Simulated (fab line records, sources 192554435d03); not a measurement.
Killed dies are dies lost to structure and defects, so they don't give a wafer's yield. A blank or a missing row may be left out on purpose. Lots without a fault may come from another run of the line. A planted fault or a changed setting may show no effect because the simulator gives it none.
Chamber matching | flow n5_finfet | N5_BEOL_M12_DESCUM_33 on rie_diel-02: 4 sister chambers
The step chemistry O2, time 7.9 s. 20 wafers are shown with their chamber, then 10 later ones without.

WAFERS WITH THEIR CHAMBER
wafer  | chamber | drypump_motor_current_A (A) | showerhead_plenum_p_Torr (Torr) | throttle_valve_pct (%)
L074.2 | 3       | 5.6                         | 2.07                            | 20.9
L074.3 | 2       | 5.4                         | 2.04                            | 20.3
L074.5 | 3       | 5.6                         | 2.07                            | 20.9
L084.2 | 1       | 5.9                         | 2.14                            | 20.7
L084.3 | 2       | 5.5                         | 2.04                            | 19.9
L084.6 | 3       | 5.6                         | 2.06                            | 21.0
L085.1 | 2       | 5.3                         | 2.03                            | 19.9
L085.2 | 0       | 5.6                         | 2.07                            | 20.2
L085.3 | 3       | 5.6                         | 2.05                            | 21.0
L086.3 | 2       | 5.4                         | 2.03                            | 19.9
L086.5 | 3       | 5.6                         | 2.05                            | 21.0
L086.6 | 0       | 5.6                         | 2.07                            | 20.2
L088.1 | 3       | 5.6                         | 2.05                            | 21.0
L088.4 | 3       | 5.6                         | 2.05                            | 21.0
L088.5 | 0       | 5.6                         | 2.07                            | 20.2
L087.3 | 0       | 5.6                         | 2.07                            | 20.2
L087.4 | 2       | 5.4                         | 2.03                            | 19.9
L087.5 | 2       | 5.4                         | 2.03                            | 19.9
L090.3 | 2       | 5.4                         | 2.03                            | 19.9
L090.4 | 0       | 5.6                         | 2.07                            | 20.2

SIGNATURES (means of the wafers above)
reading                  | chamber 0 | chamber 1 | chamber 2 | chamber 3 | scatter within a chamber
drypump_motor_current_A  | 5.600     | 5.900     | 5.400     | 5.600     | 0.0354
showerhead_plenum_p_Torr | 2.0700    | 2.1400    | 2.0329    | 2.0571    | 0.00655
throttle_valve_pct       | 20.200    | 20.700    | 19.957    | 20.971    | 0.0973
Rule: a wafer's distance from a chamber is the root of the sum, over the readings, of the square of ((its reading less the chamber's mean) divided by the reading's scatter). The wafer belongs to the nearest chamber; if the next one is less than 2 further off, it can't be placed. The scatter: the root of (the sum of the squares of (reading less its chamber's mean) over the shown wafers, divided by (wafers less chambers)).

WAFERS WITHOUT THEIR CHAMBER
wafer  | drypump_motor_current_A (A) | showerhead_plenum_p_Torr (Torr) | throttle_valve_pct (%)
L090.5 | 5.4                         | 2.03                            | 19.9
L094.1 | 5.4                         | 2.03                            | 19.9
L094.2 | 5.9                         | 2.14                            | 20.3
L094.4 | 5.5                         | 2.06                            | 20.2
L092.1 | 5.4                         | 2.03                            | 19.9
L092.2 | 5.6                         | 2.06                            | 20.3
L092.5 | 5.9                         | 2.14                            | 20.3
L096.2 | 5.9                         | 2.14                            | 20.3
L096.5 | 5.6                         | 2.05                            | 20.7
L096.6 | 5.4                         | 2.02                            | 19.9

WHICH CHAMBER EACH WENT THROUGH
wafer  | from the rows above | in truth
L090.5 | 2                   | 2
L094.1 | 2                   | 2
L094.2 | 1                   | 1
L094.4 | 0                   | 0
L092.1 | 2                   | 2
L092.2 | 0                   | 0
L092.5 | 1                   | 1
L096.2 | 1                   | 1
L096.5 | 3                   | 3
L096.6 | 2                   | 2
Placed correctly: 10 of 10. Can't be placed from these rows: 0. Placed wrongly: 0.
